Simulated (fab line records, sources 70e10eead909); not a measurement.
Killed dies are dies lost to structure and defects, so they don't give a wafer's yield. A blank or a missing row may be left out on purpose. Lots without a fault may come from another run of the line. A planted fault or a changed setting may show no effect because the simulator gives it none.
Chamber matching | flow nand_harc | NHARC_P_BONDPAD_DEP_00 on pecvd-03: 3 sister chambers
The step deposits SiCN, target thk 250 nm. 3 wafers are shown with their chamber, then 12 later ones without.

WAFERS WITH THEIR CHAMBER
wafer  | chamber | heater_power_w (W)
L091.6 | 0       | 500
L091.4 | 2       | 590
L091.5 | 1       | 726

WAFERS WITHOUT THEIR CHAMBER
wafer  | heater_power_w (W)
L092.3 | 531
L092.4 | 536
L092.5 | 630
L094.1 | 499
L094.3 | 590
L094.6 | 511
L096.2 | 666
L096.4 | 474
L096.5 | 690
L097.1 | 595
L097.3 | 550
L097.5 | 601

WHICH CHAMBER EACH WENT THROUGH
wafer  | from the rows above     | in truth
L092.3 | can't be placed: 0 or 2 | 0
L092.4 | can't be placed: 0 or 2 | 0
L092.5 | can't be placed: 2 or 1 | 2
L094.1 | 0                       | 0
L094.3 | 2                       | 2
L094.6 | 0                       | 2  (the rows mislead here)
L096.2 | can't be placed: 1 or 2 | 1
L096.4 | 0                       | 0
L096.5 | 1                       | 1
L097.1 | 2                       | 2
L097.3 | can't be placed: 2 or 0 | 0
L097.5 | 2                       | 2
Placed correctly: 6 of 12. Can't be placed from these rows: 5 (the true chamber is among the candidates in 5). Placed wrongly: 1.
How it was worked out, from the rows above alone: a wafer's distance from a chamber is the root of the sum, over the readings, of the square of ((its reading less the chamber's mean) divided by the reading's scatter). The wafer belongs to the nearest chamber; if the next one is less than 2 further off, it can't be placed. A chamber's mean is the mean of its shown wafers. The scatter: with one shown wafer a chamber, the root of the mean of the squares of how far each hidden wafer lies from its nearest shown one.
